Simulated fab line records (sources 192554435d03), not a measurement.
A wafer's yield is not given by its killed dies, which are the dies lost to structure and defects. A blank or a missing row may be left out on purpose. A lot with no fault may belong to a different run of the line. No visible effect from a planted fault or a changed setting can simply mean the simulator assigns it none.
The same fault as seen by 2 desks + flow n5-finfet + each desk holds nothing but its own numbers, with what lay behind them at the end

METROLOGY DESK
What the gauges read for every lot (on any tool): the sampled wafers with a number, averaged. A lot is out of limits, marked OUT, if its mean lies more than 4 standard deviations from the usual mean; the brackets give that distance. Readings shown: 7 of its 11, picked as those furthest out on some lot.
Columns: A = DIBL_N at N5_BEOL_M4_RC_MEAS_101, usual 36.3 mV/V; B = DIBL_P at N5_BEOL_M4_RC_MEAS_101, usual 36.5 mV/V; C = IOFF_N at N5_BEOL_M4_RC_MEAS_101, usual 0.16 nA/um; D = ION_N at N5_BEOL_M4_RC_MEAS_101, usual 675 uA/um; E = SS_N at N5_BEOL_M4_RC_MEAS_101, usual 71.6 mV/dec; F = VT_N at N5_BEOL_M4_RC_MEAS_101, usual 249 mV; G = VT_P at N5_BEOL_M4_RC_MEAS_101, usual -250 mV
| lot  | first seen here | A    | B    | C    | D   | E    | F   | G    |
|------|-----------------|------|------|------|-----|------|-----|------|
| L702 | day 5 00:14     | 35.3 | 35.8 | 0.16 | 676 | 71.7 | 249 | -248 |
| L706 | day 5 18:14     | 35.5 | 35.7 | 0.15 | 680 | 71.3 | 251 | -251 |
| L707 | day 6 04:04     | 37.0 | 37.6 | 0.17 | 681 | 72.1 | 249 | -251 |
| L718 | day 9 01:45     | 36.1 | 34.6 | 0.15 | 685 | 71.3 | 247 | -245 |
| L720 | day 9 08:52     | 37.0 | 36.3 | 0.16 | 669 | 71.6 | 252 | -247 |
| L721 | day 9 16:40     | 34.3 | 33.9 | 0.14 | 677 | 71.5 | 249 | -252 |
| L722 | day 9 22:05     | 38.6 | 39.2 | 0.24 | 700 | 72.6 | 243 | -250 |
| L723 | day 10 04:04    | 37.0 | 36.1 | 0.15 | 671 | 71.6 | 250 | -253 |
This desk found nothing out of limits on any of the 8 lots.

TOOL OWNER'S DESK, pecvd-03
The tool's own readings at N5_GATE_CUT_HM_DEP_46 (deposits SiO2 from TEOS/O2, target thk 130 nm, time 26.6 s): means of the sampled wafers that have a number, for each lot that ran on this tool. A lot is out of limits, marked OUT, if its mean lies more than 4 standard deviations from the usual mean; the brackets give that distance.
Columns: A = chamber-pressure-Torr at N5_GATE_CUT_HM_DEP_46, usual 6.502 Torr; B = heater-power-w at N5_GATE_CUT_HM_DEP_46, usual 510 W; C = rf-fwd-power-W at N5_GATE_CUT_HM_DEP_46, usual 891 W; D = showerhead-plenum-p-Torr at N5_GATE_CUT_HM_DEP_46, usual 8.344 Torr; E = throttle-valve-pct at N5_GATE_CUT_HM_DEP_46, usual 18.7 %
| lot  | first seen here | A     | B   | C   | D     | E    |
|------|-----------------|-------|-----|-----|-------|------|
| L702 | day 4 20:20     | 6.491 | 514 | 889 | 8.355 | 18.7 |
| L706 | day 5 14:55     | 6.504 | 431 | 890 | 8.339 | 18.8 |
| L707 | day 6 00:20     | 6.497 | 487 | 889 | 8.340 | 18.9 |
| L723 | day 10 00:51    | 6.511 | 540 | 893 | 8.351 | 18.6 |
This desk found nothing out of limits on any of the 4 lots.

TAKEN TOGETHER
The metrology desk saw nothing out of limits.
Nothing out of limits was seen by the tool owner's desk.

WHAT THE SIMULATOR HAD INSERTED
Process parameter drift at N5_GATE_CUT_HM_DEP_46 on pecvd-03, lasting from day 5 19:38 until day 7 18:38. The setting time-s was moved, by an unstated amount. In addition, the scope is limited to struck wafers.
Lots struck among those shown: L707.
